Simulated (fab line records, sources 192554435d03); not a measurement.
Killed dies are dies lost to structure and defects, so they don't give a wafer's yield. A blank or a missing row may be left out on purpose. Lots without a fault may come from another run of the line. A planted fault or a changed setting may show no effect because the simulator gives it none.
Chamber matching | flow n5_finfet | N5_BEOL_M5_CURE_80 on uv_cure-02: 3 sister chambers
The step cures SiCOH lowk, time 120 s. 18 wafers are shown with their chamber, then 9 later ones without.

WAFERS WITH THEIR CHAMBER
wafer  | chamber | lamp_power_pct (%) | wafer_temp_C_max
L074.3 | 2       | 52.31              | 371.5
L074.4 | 2       | 52.36              | 372.0
L074.5 | 2       | 52.36              | 371.7
L075.2 | 0       | 52.29              | 371.6
L075.5 | 0       | 52.19              | 371.4
L075.6 | 0       | 52.25              | 371.8
L080.2 | 1       | 52.35              | 371.7
L080.5 | 1       | 52.29              | 371.9
L080.6 | 1       | 52.24              | 372.3
L081.2 | 0       | 52.33              | 371.6
L081.3 | 0       | 52.31              | 371.6
L081.5 | 0       | 52.28              | 371.7
L085.3 | 1       | 52.23              | 372.0
L085.4 | 1       | 52.29              | 371.8
L085.5 | 1       | 52.35              | 372.0
L087.3 | 0       | 52.32              | 371.8
L087.5 | 0       | 52.24              | 372.0
L087.6 | 0       | 52.29              | 371.4

SIGNATURES (means of the wafers above)
reading          | chamber 0 | chamber 1 | chamber 2 | scatter within a chamber
lamp_power_pct   | 52.2778   | 52.2917   | 52.3433   | 0.0452
wafer_temp_C_max | 371.656   | 371.950   | 371.733   | 0.207
Rule: a wafer's distance from a chamber is the root of the sum, over the readings, of the square of ((its reading less the chamber's mean) divided by the reading's scatter). The wafer belongs to the nearest chamber; if the next one is less than 2 further off, it can't be placed. The scatter: the root of (the sum of the squares of (reading less its chamber's mean) over the shown wafers, divided by (wafers less chambers)).

WAFERS WITHOUT THEIR CHAMBER
wafer  | lamp_power_pct (%) | wafer_temp_C_max
L089.1 | 52.31              | 371.2
L089.3 | 52.28              | 371.2
L089.6 | 52.43              | 371.7
L091.1 | 52.23              | 372.0
L091.3 | 52.38              | 371.7
L091.4 | 52.23              | 372.1
L096.1 | 52.29              | 371.0
L096.3 | 52.18              | 371.6
L096.4 | 52.23              | 371.2

WHICH CHAMBER EACH WENT THROUGH
wafer  | from the rows above          | in truth
L089.1 | can't be placed: 0 or 2 or 1 | 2
L089.3 | can't be placed: 0 or 2 or 1 | 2
L089.6 | can't be placed: 2 or 1 or 0 | 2
L091.1 | can't be placed: 1 or 0 or 2 | 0
L091.3 | can't be placed: 2 or 0 or 1 | 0
L091.4 | can't be placed: 1 or 0 or 2 | 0
L096.1 | can't be placed: 0 or 2 or 1 | 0
L096.3 | can't be placed: 0 or 1 or 2 | 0
L096.4 | can't be placed: 0 or 2 or 1 | 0
Placed correctly: 0 of 9. Can't be placed from these rows: 9 (the true chamber is among the candidates in 9). Placed wrongly: 0.
